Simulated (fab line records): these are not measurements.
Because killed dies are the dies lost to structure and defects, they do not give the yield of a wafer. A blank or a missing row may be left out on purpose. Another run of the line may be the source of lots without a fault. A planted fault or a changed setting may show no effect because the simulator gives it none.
Chamber matching -- flow nandHarc -- NHARC_A_SLIT_DEP_23 on pecvd-03 has 3 sister chambers
The step deposits SiON, target thk 100 nm. 6 wafers are shown with their chamber, then 7 later ones without.

## WAFERS, EACH WITH ITS CHAMBER
wafer,chamber,showerheadVppV (V),heaterPowerW (W)
L203.6,1,1136,771
L210.6,0,1078,816
L212.1,1,1127,709
L212.6,2,1198,692
L214.1,2,1192,758
L214.3,0,1077,835

## WAFERS WITHOUT THEIR CHAMBER
wafer,showerheadVppV (V),heaterPowerW (W)
L214.6,1083,832
L216.1,1049,780
L216.3,1114,704
L216.5,1178,689
L217.1,1132,781
L217.2,1189,715
L217.3,1081,759

## WHICH CHAMBER EACH WENT THROUGH
wafer,from the rows above,in truth
L214.6,0,0
L216.1,0,0
L216.3,1,1
L216.5,2,2
L217.1,1,1
L217.2,2,2
L217.3,0,0
Correctly placed: 7 of 7. Number that these rows cannot place: 0. Placed wrongly: 0.
How it was worked out, from the rows above alone: a wafer's distance from a chamber is the root of the sum, over the readings, of the square of ((its reading less the chamber's mean) divided by the reading's scatter). If the next closest chamber is less than 2 further off than the closest, the wafer can't be placed; otherwise it belongs to the closest. A chamber's mean is the mean of its shown wafers. The scatter: the root of (the sum of the squares of (reading less its chamber's mean) over the shown wafers, divided by (wafers less chambers)).
